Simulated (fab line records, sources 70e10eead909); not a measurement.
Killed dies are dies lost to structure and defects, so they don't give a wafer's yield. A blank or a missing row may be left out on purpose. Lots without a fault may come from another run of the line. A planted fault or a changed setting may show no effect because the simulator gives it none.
Which tool did it? | flow nand_harc | 21 lots, 63 wafers sampled, at 6 steps of a route of 1159

WHAT THE GAUGES READ, wafer by wafer
The record holds no reading of a measuring or inspecting step that can be judged against a usual standard deviation.

WHICH TOOL RAN EACH LOT (tool, then ch and the chambers of the sampled wafers, then the start)
lot  | NHARC_A_CHANNEL_HOLE_D1_ETCH_24  | NHARC_A_STAIRCASE_ETCH_13      | NHARC_A_STAIRCASE_TRIM_22      | NHARC_A_STAIRCASE_TRIM_24      | NHARC_A_STAIRCASE_TRIM_26      | NHARC_A_STAIRCASE_ETCH_194
L074 | har_etch-02 ch 0,1, day 7 22:47  | rie_diel-07 ch 1,2, no start   | rie_diel-07 ch 0,2, no start   | rie_diel-07 ch 0,2, no start   | rie_diel-07 ch 0,1,2, no start | rie_diel-06 ch 0,3, no start
L075 | har_etch-01 ch 0,1, day 8 22:49  | rie_diel-07 ch 0,1, no start   | rie_diel-13 ch 0,1,2, no start | rie_diel-13 ch 1,2, no start   | rie_diel-13 ch 1,2, no start   | rie_diel-07 ch 0,1, no start
L076 | har_etch-02 ch 0,1, day 8 23:04  | rie_diel-07 ch 0,1,2, no start | rie_diel-13 ch 0,1,2, no start | rie_diel-13 ch 0,1,3, no start | rie_diel-13 ch 1,2,3, no start | rie_diel-07 ch 0,1,2, no start
L079 | har_etch-01 ch 0, day 9 11:52    | rie_diel-06 ch 0,2,3, no start | rie_diel-06 ch 0,2,3, no start | rie_diel-06 ch 0,3, no start   | rie_diel-06 ch 0,2,3, no start | rie_diel-06 ch 0,2,3, no start
L078 | har_etch-01 ch 0,1, day 9 15:55  | rie_diel-13 ch 0,2,3, no start | rie_diel-13 ch 2,3, no start   | rie_diel-13 ch 0,1,2, no start | rie_diel-13 ch 0,2,3, no start | rie_diel-13 ch 0,1, no start
L080 | har_etch-01 ch 0,1, day 9 22:10  | rie_diel-13 ch 0,2,3, no start | rie_diel-07 ch 1,2,3, no start | rie_diel-07 ch 0,2,3, no start | rie_diel-07 ch 0,1,2, no start | rie_diel-07 ch 1,2,3, no start
L082 | har_etch-01 ch 0,1, day 10 03:21 | rie_diel-06 ch 2,3, no start   | rie_diel-06 ch 2,3, no start   | rie_diel-06 ch 0,1, no start   | rie_diel-06 ch 0,3, no start   | rie_diel-07 ch 1,2,3, no start
L081 | har_etch-02 ch 0, day 10 04:15   | rie_diel-06 ch 1,3, no start   | rie_diel-06 ch 0,3, no start   | rie_diel-06 ch 0,1,3, no start | rie_diel-06 ch 0,1, no start   | rie_diel-07 ch 1,2,3, no start
L083 | har_etch-01 ch 0,1, day 10 11:29 | rie_diel-07 ch 0,1,3, no start | rie_diel-07 ch 0,2,3, no start | rie_diel-07 ch 1,2,3, no start | rie_diel-07 ch 1,2, no start   | rie_diel-06 ch 0,1, no start
L087 | har_etch-01 ch 0,1, day 11 10:21 | rie_diel-06 ch 0,2,3, no start | rie_diel-13 ch 1,2,3, no start | rie_diel-13 ch 1,2, no start   | rie_diel-13 ch 0,1,3, no start | rie_diel-07 ch 0,3, no start
L086 | har_etch-02 ch 0,1, day 11 11:22 | rie_diel-13 ch 1,2, no start   | rie_diel-06 ch 0,2, no start   | rie_diel-06 ch 0,3, no start   | rie_diel-06 ch 0,1,3, no start | rie_diel-07 ch 0,1,2, no start
L085 | har_etch-01 ch 0, day 11 14:24   | rie_diel-13 ch 0,1,2, no start | rie_diel-06 ch 0,2, no start   | rie_diel-06 ch 0,1,2, no start | rie_diel-06 ch 0,2, no start   | rie_diel-13 ch 0,2,3, no start
L089 | har_etch-01 ch 0,1, day 12 04:03 | rie_diel-07 ch 0,1, no start   | rie_diel-13 ch 1,3, no start   | rie_diel-13 ch 0,3, no start   | rie_diel-13 ch 1,3, no start   | rie_diel-07 ch 2,3, no start
L091 | har_etch-02 ch 0,1, day 12 06:53 | rie_diel-06 ch 1,3, no start   | rie_diel-06 ch 1,3, no start   | rie_diel-06 ch 0,2, no start   | rie_diel-06 ch 0,3, no start   | rie_diel-13 ch 0,1,3, no start
L090 | har_etch-02 ch 0,1, day 12 12:43 | rie_diel-07 ch 0,2, no start   | rie_diel-07 ch 1,2, no start   | rie_diel-07 ch 1,2,3, no start | rie_diel-07 ch 2,3, no start   | rie_diel-06 ch 0,1,2, no start
L092 | har_etch-01 ch 0,1, day 12 15:52 | rie_diel-13 ch 1,3, no start   | rie_diel-13 ch 0,1,3, no start | rie_diel-13 ch 1,3, no start   | rie_diel-13 ch 1,3, no start   | rie_diel-13 ch 1,3, no start
L093 | har_etch-01 ch 0,1, day 13 10:39 | rie_diel-07 ch 0,1,2, no start | rie_diel-07 ch 0,3, no start   | rie_diel-07 ch 0,3, no start   | rie_diel-07 ch 0,2, no start   | rie_diel-06 ch 0,1,2, no start
L095 | har_etch-02 ch 0,1, day 13 11:58 | rie_diel-06 ch 0,1,3, no start | rie_diel-07 ch 1,2,3, no start | rie_diel-07 ch 0,1, no start   | rie_diel-07 ch 0,1,2, no start | rie_diel-07 ch 0,1,3, no start
L094 | har_etch-01 ch 0,1, day 13 14:49 | rie_diel-07 ch 2,3, no start   | rie_diel-06 ch 1,2,3, no start | rie_diel-06 ch 0,1,2, no start | rie_diel-06 ch 2,3, no start   | rie_diel-06 ch 2,3, no start
L096 | har_etch-02 ch 0,1, day 13 22:44 | rie_diel-06 ch 1,2,3, no start | rie_diel-06 ch 2,3, no start   | rie_diel-06 ch 0,2, no start   | rie_diel-06 ch 0,2, no start   | rie_diel-07 ch 1,2,3, no start
L097 | har_etch-02 ch 0,1, day 14 03:08 | rie_diel-07 ch 0,1,3, no start | rie_diel-13 ch 0,1,2, no start | rie_diel-13 ch 1,2, no start   | rie_diel-13 ch 1,3, no start   | rie_diel-13 ch 0,1, no start
- NHARC_A_CHANNEL_HOLE_D1_ETCH_24: etches the open film in C4F8/O2/Ar, time 906.2 s, target depth 1500 nm.
- NHARC_A_STAIRCASE_ETCH_13: etches the open film in C4F8/O2, target depth 100 nm, time 40.5 s.
- NHARC_A_STAIRCASE_TRIM_22: chemistry O2, time 211.2 s.
- NHARC_A_STAIRCASE_TRIM_24: chemistry O2, time 211.2 s.
- NHARC_A_STAIRCASE_TRIM_26: chemistry O2, time 211.2 s.
- NHARC_A_STAIRCASE_ETCH_194: etches the open film in C4F8/O2, target depth 100 nm, time 40.5 s.

WHAT THE TOOLS THEMSELVES READ (means of the sampled wafers that have a number; where no wafer has one, the mark that the record gives instead)
NHARC_A_CHANNEL_HOLE_D1_ETCH_24. Usual: drypump_motor_current_A 5.84 A, standard deviation 0.2; o2_flow_sccm 31.18 sccm, standard deviation 0.097; showerhead_plenum_p_Torr 3.77 Torr, standard deviation 0.081; throttle_valve_pct 32.237 %, standard deviation 0.009.
lot  | tool        | drypump_motor_current_A (A) | o2_flow_sccm (sccm) | showerhead_plenum_p_Torr (Torr) | throttle_valve_pct (%) | flag
L074 | har_etch-02 | 5.70                        | 31.12               | 3.72                            | 32.227                 |
L075 | har_etch-01 | 6.01                        | 31.26               | 3.82                            | 32.237                 |
L076 | har_etch-02 | 5.70                        | 31.05               | 3.72                            | 32.232                 |
L079 | har_etch-01 | 5.79                        | 31.11               | 3.81                            | 32.228                 |
L078 | har_etch-01 | 6.02                        | 31.22               | 3.81                            | 32.240                 |
L080 | har_etch-01 | 5.91                        | 31.22               | 3.81                            | 32.235                 |
L082 | har_etch-01 | 5.91                        | 31.17               | 3.81                            | 32.233                 |
L081 | har_etch-02 | 5.73                        | 31.15               | 3.64                            | 32.235                 |
L083 | har_etch-01 | 6.05                        | 31.19               | 3.80                            | 32.232                 |
L087 | har_etch-01 | 6.03                        | 31.23               | 3.80                            | 32.243                 |
L086 | har_etch-02 | 5.71                        | 31.17               | 3.70                            | 32.233                 |
L085 | har_etch-01 | 5.77                        | 31.22               | 3.80                            | 32.244                 |
L089 | har_etch-01 | 6.01                        | 31.19               | 3.79                            | 32.231                 |
L091 | har_etch-02 | 5.68                        | 31.21               | 3.78                            | 32.244                 |
L090 | har_etch-02 | 5.70                        | 31.19               | 3.70                            | 32.247                 |
L092 | har_etch-01 | 5.90                        | 31.15               | 3.79                            | 32.239                 |
L093 | har_etch-01 | 6.02                        | 31.26               | 3.79                            | 32.239                 |
L095 | har_etch-02 | 5.68                        | 31.16               | 3.77                            | 32.242                 |
L094 | har_etch-01 | 5.91                        | 31.14               | 3.79                            | 32.235                 |
L096 | har_etch-02 | 5.66                        | 31.15               | 3.77                            | 32.232                 |
L097 | har_etch-02 | 5.70                        | 31.20               | 3.69                            | 32.240                 |

NHARC_A_STAIRCASE_ETCH_13. Usual: bias_w 1000.1 W, standard deviation 2.7; oes_product_au 0.933 a.u., standard deviation 0.015; rf_vpp_V 898 V, standard deviation 5.3.
lot  | tool        | bias_w (W) | oes_product_au (a.u.) | rf_vpp_V (V) | flag
L074 | rie_diel-07 | 1001.9     | 0.920                 | 890          |
L075 | rie_diel-07 | 1002.3     | 0.921                 | 903          |
L076 | rie_diel-07 | 1000.5     | 0.932                 | 901          |
L079 | rie_diel-06 | 998.7      | 0.944                 | 901          |
L078 | rie_diel-13 | 996.7      | 0.923                 | 888          |
L080 | rie_diel-13 | 1002.5     | 0.920                 | 890          |
L082 | rie_diel-06 | 1002.5     | 0.966                 | 901          |
L081 | rie_diel-06 | 1000.7     | 0.929                 | 896          |
L083 | rie_diel-07 | 1001.4     | 0.941                 | 899          |
L087 | rie_diel-06 | 1000.2     | 0.936                 | 901          |
L086 | rie_diel-13 | 998.2      | 0.932                 | 894          |
L085 | rie_diel-13 | 1000.2     | 0.941                 | 899          |
L089 | rie_diel-07 | 1004.4     | 0.921                 | 899          |
L091 | rie_diel-06 | 999.1      | 0.925                 | 898          |
L090 | rie_diel-07 | 998.2      | 0.929                 | 903          |
L092 | rie_diel-13 | 999.4      | 0.937                 | 892          |
L093 | rie_diel-07 | 998.0      | 0.914                 | 902          |
L095 | rie_diel-06 | 998.0      | 0.942                 | 898          |
L094 | rie_diel-07 | 1002.6     | 0.932                 | 903          |
L096 | rie_diel-06 | 999.0      | 0.954                 | 899          |
L097 | rie_diel-07 | 999.1      | 0.927                 | 899          |

NHARC_A_STAIRCASE_TRIM_22. Usual: drypump_motor_current_A 5.6 A, standard deviation 0.4; o2_flow_sccm 500.2 sccm, standard deviation 1.5; oes_product_au 0.996 a.u., standard deviation 0.013; rf_vpp_V 57.9 V, standard deviation 0.86; showerhead_plenum_p_Torr 3.58 Torr, standard deviation 0.15; throttle_valve_pct 17.037 %, standard deviation 0.0099.
lot  | tool        | drypump_motor_current_A (A) | o2_flow_sccm (sccm) | oes_product_au (a.u.) | rf_vpp_V (V) | showerhead_plenum_p_Torr (Torr) | throttle_valve_pct (%) | flag
L074 | rie_diel-07 | 5.6                         | 500.3               | 0.976                 | 57.8         | 3.57                            | 17.032                 |
L075 | rie_diel-13 | 5.8                         | 499.1               | 0.997                 | 57.4         | 3.43                            | 17.024                 |
L076 | rie_diel-13 | 5.8                         | 499.3               | 1.000                 | 58.3         | 3.43                            | 17.029                 |
L079 | rie_diel-06 | 5.4                         | 498.5               | 0.999                 | 57.7         | 3.67                            | 17.033                 |
L078 | rie_diel-13 | 5.4                         | 501.1               | 0.993                 | 57.1         | 3.42                            | 17.042                 |
L080 | rie_diel-07 | 6.0                         | 500.9               | 0.990                 | 58.3         | 3.66                            | 17.037                 |
L082 | rie_diel-06 | 5.3                         | 498.4               | 1.012                 | 57.7         | 3.70                            | 17.032                 |
L081 | rie_diel-06 | 5.1                         | 499.5               | 0.996                 | 58.4         | 3.65                            | 17.040                 |
L083 | rie_diel-07 | 5.8                         | 498.9               | 0.997                 | 58.4         | 3.70                            | 17.042                 |
L087 | rie_diel-13 | 5.7                         | 500.5               | 1.000                 | 56.9         | 3.43                            | 17.045                 |
L086 | rie_diel-06 | 5.6                         | 502.1               | 0.998                 | 58.3         | 3.63                            | 17.046                 |
L085 | rie_diel-06 | 5.6                         | 500.0               | 1.007                 | 58.1         | 3.63                            | 17.034                 |
L089 | rie_diel-13 | 5.9                         | 498.4               | 0.985                 | 57.2         | 3.44                            | 17.039                 |
L091 | rie_diel-06 | 5.1                         | 501.9               | 0.988                 | 57.6         | 3.59                            | 17.047                 |
L090 | rie_diel-07 | 6.2                         | 503.2               | 0.988                 | 58.3         | 3.71                            | 17.042                 |
L092 | rie_diel-13 | 5.8                         | 499.6               | 0.994                 | 58.1         | 3.54                            | 17.039                 |
L093 | rie_diel-07 | 5.4                         | 500.2               | 1.006                 | 57.7         | 3.66                            | 17.033                 |
L095 | rie_diel-07 | 6.0                         | 500.8               | 1.003                 | 58.8         | 3.64                            | 17.036                 |
L094 | rie_diel-06 | 5.3                         | 501.0               | 0.994                 | 57.2         | 3.60                            | 17.031                 |
L096 | rie_diel-06 | 5.1                         | 500.3               | 1.004                 | 57.6         | 3.68                            | 17.032                 |
L097 | rie_diel-13 | 5.8                         | 499.5               | 0.990                 | 58.3         | 3.59                            | 17.031                 |

NHARC_A_STAIRCASE_TRIM_24. Usual: drypump_motor_current_A 5.7 A, standard deviation 0.39; o2_flow_sccm 499.9 sccm, standard deviation 1.5; oes_product_au 0.994 a.u., standard deviation 0.012; rf_vpp_V 58.0 V, standard deviation 0.93; showerhead_plenum_p_Torr 3.58 Torr, standard deviation 0.15; throttle_valve_pct 17.036 %, standard deviation 0.0084.
lot  | tool        | drypump_motor_current_A (A) | o2_flow_sccm (sccm) | oes_product_au (a.u.) | rf_vpp_V (V) | showerhead_plenum_p_Torr (Torr) | throttle_valve_pct (%) | flag
L074 | rie_diel-07 | 6.0                         | 500.8               | 0.983                 | 58.0         | 3.41                            | 17.029                 |
L075 | rie_diel-13 | 5.9                         | 499.5               | 0.993                 | 58.0         | 3.52                            | 17.041                 |
L076 | rie_diel-13 | 5.8                         | 501.1               | 0.996                 | 57.1         | 3.37                            | 17.038                 |
L079 | rie_diel-06 | 5.4                         | 499.8               | 0.996                 | 58.5         | 3.63                            | 17.033                 |
L078 | rie_diel-13 | 5.8                         | 501.3               | 0.995                 | 57.7         | 3.43                            | 17.035                 |
L080 | rie_diel-07 | 5.8                         | 501.0               | 0.997                 | 58.7         | 3.70                            | 17.033                 |
L082 | rie_diel-06 | 5.6                         | 498.3               | 0.991                 | 57.8         | 3.55                            | 17.036                 |
L081 | rie_diel-06 | 5.4                         | 499.9               | 0.988                 | 58.1         | 3.57                            | 17.039                 |
L083 | rie_diel-07 | 6.0                         | 499.0               | 0.990                 | 57.7         | 3.65                            | 17.036                 |
L087 | rie_diel-13 | 5.9                         | 499.2               | 0.979                 | 58.7         | 3.50                            | 17.040                 |
L086 | rie_diel-06 | 5.3                         | 500.0               | 1.005                 | 58.8         | 3.62                            | 17.037                 |
L085 | rie_diel-06 | 5.6                         | 500.4               | 1.002                 | 58.0         | 3.58                            | 17.039                 |
L089 | rie_diel-13 | 5.6                         | 500.6               | 0.990                 | 58.1         | 3.46                            | 17.030                 |
L091 | rie_diel-06 | 5.6                         | 500.2               | 1.009                 | 58.5         | 3.63                            | 17.032                 |
L090 | rie_diel-07 | 6.0                         | 499.9               | 0.989                 | 58.0         | 3.65                            | 17.037                 |
L092 | rie_diel-13 | 6.0                         | 498.6               | 0.994                 | 58.1         | 3.44                            | 17.040                 |
L093 | rie_diel-07 | 5.6                         | 498.2               | 1.006                 | 58.3         | 3.62                            | 17.043                 |
L095 | rie_diel-07 | 5.6                         | 498.4               | 0.984                 | 57.7         | 3.60                            | 17.031                 |
L094 | rie_diel-06 | 5.6                         | 498.8               | 1.000                 | 57.9         | 3.57                            | 17.036                 |
L096 | rie_diel-06 | 5.5                         | 500.1               | 1.000                 | 58.3         | 3.65                            | 17.037                 |
L097 | rie_diel-13 | 5.9                         | 498.8               | 0.979                 | 57.4         | 3.49                            | 17.045                 |

NHARC_A_STAIRCASE_TRIM_26. Usual: drypump_motor_current_A 5.6 A, standard deviation 0.38; o2_flow_sccm 500.0 sccm, standard deviation 1.3; oes_product_au 0.994 a.u., standard deviation 0.012; rf_vpp_V 57.9 V, standard deviation 0.84; showerhead_plenum_p_Torr 3.57 Torr, standard deviation 0.16; throttle_valve_pct 17.034 %, standard deviation 0.011.
lot  | tool        | drypump_motor_current_A (A) | o2_flow_sccm (sccm) | oes_product_au (a.u.) | rf_vpp_V (V) | showerhead_plenum_p_Torr (Torr) | throttle_valve_pct (%) | flag
L074 | rie_diel-07 | 5.8                         | 499.6               | 0.995                 | 58.1         | 3.52                            | 17.030                 |
L075 | rie_diel-13 | 5.9                         | 500.6               | 0.999                 | 58.4         | 3.52                            | 17.041                 |
L076 | rie_diel-13 | 5.6                         | 501.0               | 0.987                 | 57.6         | 3.44                            | 17.029                 |
L079 | rie_diel-06 | 5.3                         | 498.5               | 0.999                 | 58.2         | 3.67                            | 17.034                 |
L078 | rie_diel-13 | 5.6                         | 499.8               | 0.997                 | 57.0         | 3.35                            | 17.040                 |
L080 | rie_diel-07 | 5.8                         | 500.0               | 0.990                 | 58.3         | 3.69                            | 17.038                 |
L082 | rie_diel-06 | 5.4                         | 500.8               | 0.995                 | 57.8         | 3.63                            | 17.033                 |
L081 | rie_diel-06 | 5.7                         | 500.3               | 0.985                 | 57.7         | 3.49                            | 17.031                 |
L083 | rie_diel-07 | 6.0                         | 499.7               | 0.986                 | 57.5         | 3.64                            | 17.034                 |
L087 | rie_diel-13 | 5.9                         | 499.2               | 0.986                 | 56.6         | 3.54                            | 17.033                 |
L086 | rie_diel-06 | 5.4                         | 499.9               | 0.999                 | 57.8         | 3.57                            | 17.037                 |
L085 | rie_diel-06 | 5.5                         | 500.0               | 1.007                 | 57.7         | 3.66                            | 17.029                 |
L089 | rie_diel-13 | 5.9                         | 499.0               | 0.990                 | 57.3         | 3.44                            | 17.035                 |
L091 | rie_diel-06 | 5.1                         | 501.1               | 0.990                 | 57.7         | 3.64                            | 17.034                 |
L090 | rie_diel-07 | 5.9                         | 500.9               | 1.007                 | 59.0         | 3.66                            | 17.041                 |
L092 | rie_diel-13 | 5.9                         | 500.9               | 0.996                 | 57.6         | 3.44                            | 17.028                 |
L093 | rie_diel-07 | 5.6                         | 500.4               | 0.995                 | 58.1         | 3.73                            | 17.038                 |
L095 | rie_diel-07 | 5.8                         | 501.1               | 0.995                 | 58.3         | 3.68                            | 17.028                 |
L094 | rie_diel-06 | 5.3                         | 498.8               | 0.999                 | 58.6         | 3.68                            | 17.039                 |
L096 | rie_diel-06 | 5.6                         | 501.3               | 1.009                 | 58.4         | 3.65                            | 17.036                 |
L097 | rie_diel-13 | 5.7                         | 500.4               | 0.989                 | 56.9         | 3.36                            | 17.034                 |

NHARC_A_STAIRCASE_ETCH_194. Usual: bias_w 1000 W, standard deviation 3.1; oes_product_au 0.937 a.u., standard deviation 0.013; rf_vpp_V 899 V, standard deviation 5.
lot  | tool        | bias_w (W) | oes_product_au (a.u.) | rf_vpp_V (V) | flag
L074 | rie_diel-06 | 1000       | 0.933                 | 899          |
L075 | rie_diel-07 | 1002       | 0.931                 | 899          |
L076 | rie_diel-07 | 1003       | 0.927                 | 901          |
L079 | rie_diel-06 | 1001       | 0.949                 | 901          |
L078 | rie_diel-13 | 1002       | 0.927                 | 889          |
L080 | rie_diel-07 | 1002       | 0.937                 | 900          |
L082 | rie_diel-07 | 1001       | 0.937                 | 901          |
L081 | rie_diel-07 | 1003       | 0.938                 | 899          |
L083 | rie_diel-06 | 1000       | 0.932                 | 895          |
L087 | rie_diel-07 | 1002       | 0.952                 | 900          |
L086 | rie_diel-07 | 1000       | 0.933                 | 902          |
L085 | rie_diel-13 | 999        | 0.940                 | 895          |
L089 | rie_diel-07 | 1001       | 0.948                 | 901          |
L091 | rie_diel-13 | 1001       | 0.931                 | 896          |
L090 | rie_diel-06 | 998        | 0.946                 | 898          |
L092 | rie_diel-13 | 1001       | 0.935                 | 890          |
L093 | rie_diel-06 | 999        | 0.935                 | 897          |
L095 | rie_diel-07 | 1003       | 0.938                 | 898          |
L094 | rie_diel-06 | 998        | 0.947                 | 902          |
L096 | rie_diel-07 | 1000       | 0.936                 | 899          |
L097 | rie_diel-13 | 999        | 0.938                 | 898          |

THE ANSWER, worked out from the rows above alone
Rule: a lot is off if the mean of its wafers that have a number lies more than 3 standard deviations from the usual mean. A lot without any number at a reading at which 4 lots or more have one is off too. The other lots that the step has rows for count as sound. The gauges are gone through in route order, then the tools' own readings, and for those a lot's mean is taken as printed above. The first step at which some lot is off is used, and at that step the reading that is off furthest; a lot without a number counts as furthest.
No lot is off at any reading shown: from this, nothing can be told.

WHAT THE SIMULATOR HAD PUT IN
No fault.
